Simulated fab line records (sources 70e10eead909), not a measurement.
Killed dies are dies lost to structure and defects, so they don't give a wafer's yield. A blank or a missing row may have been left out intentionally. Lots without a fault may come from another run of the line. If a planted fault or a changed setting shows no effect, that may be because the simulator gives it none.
Chamber matching + flow nand-harc + NHARC_A_SGD_CUT_DEP_00 on pecvd-02: 3 sister chambers
The step deposits SiNx, target thk 50 nm. 14 wafers are shown with their chamber, then 7 later ones without.

## WAFERS, EACH WITH ITS CHAMBER
| wafer  | chamber | heater-power-w (W) |
|--------|---------|--------------------|
| L075.2 | 2       | 639                |
| L075.4 | 2       | 629                |
| L075.5 | 0       | 672                |
| L078.1 | 1       | 551                |
| L078.3 | 2       | 638                |
| L078.6 | 2       | 670                |
| L079.1 | 1       | 607                |
| L079.2 | 2       | 651                |
| L079.4 | 0       | 690                |
| L082.1 | 1       | 564                |
| L082.2 | 2       | 658                |
| L082.5 | 0       | 646                |
| L083.1 | 2       | 634                |
| L083.4 | 2       | 610                |

SIGNATURES, as means of the wafers listed above
| reading        | chamber 0 | chamber 1 | chamber 2 | scatter within a chamber |
|----------------|-----------|-----------|-----------|--------------------------|
| heater-power-w | 669.33    | 574.00    | 641.12    | 21.5                     |
Rule: a wafer's distance from a chamber is the root of the sum, over the readings, of the square of ((its reading less the chamber's mean) divided by the reading's scatter). If the next closest chamber is less than 2 further off than the closest, the wafer can't be placed; otherwise it belongs to the closest. The scatter: the root of (the sum of the squares of (reading less its chamber's mean) over the shown wafers, divided by (wafers less chambers)).

## WAFERS MISSING THEIR CHAMBER
| wafer  | heater-power-w (W) |
|--------|--------------------|
| L083.5 | 580                |
| L087.1 | 516                |
| L087.4 | 502                |
| L087.5 | 574                |
| L094.2 | 629                |
| L094.3 | 672                |
| L094.5 | 614                |

## EACH ONE'S CHAMBER
| wafer  | from the rows above          | in truth                   |
|--------|------------------------------|----------------------------|
| L083.5 | 1                            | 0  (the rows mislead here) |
| L087.1 | 1                            | 1                          |
| L087.4 | 1                            | 1                          |
| L087.5 | 1                            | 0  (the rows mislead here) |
| L094.2 | can't be placed: 2 or 0 or 1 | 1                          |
| L094.3 | can't be placed: 0 or 2      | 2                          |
| L094.5 | can't be placed: 2 or 1 or 0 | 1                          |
Correct placement for 2 of the 7. Can't be placed from these rows: 3 (the true chamber is among the candidates in 3). Number placed wrongly: 2.
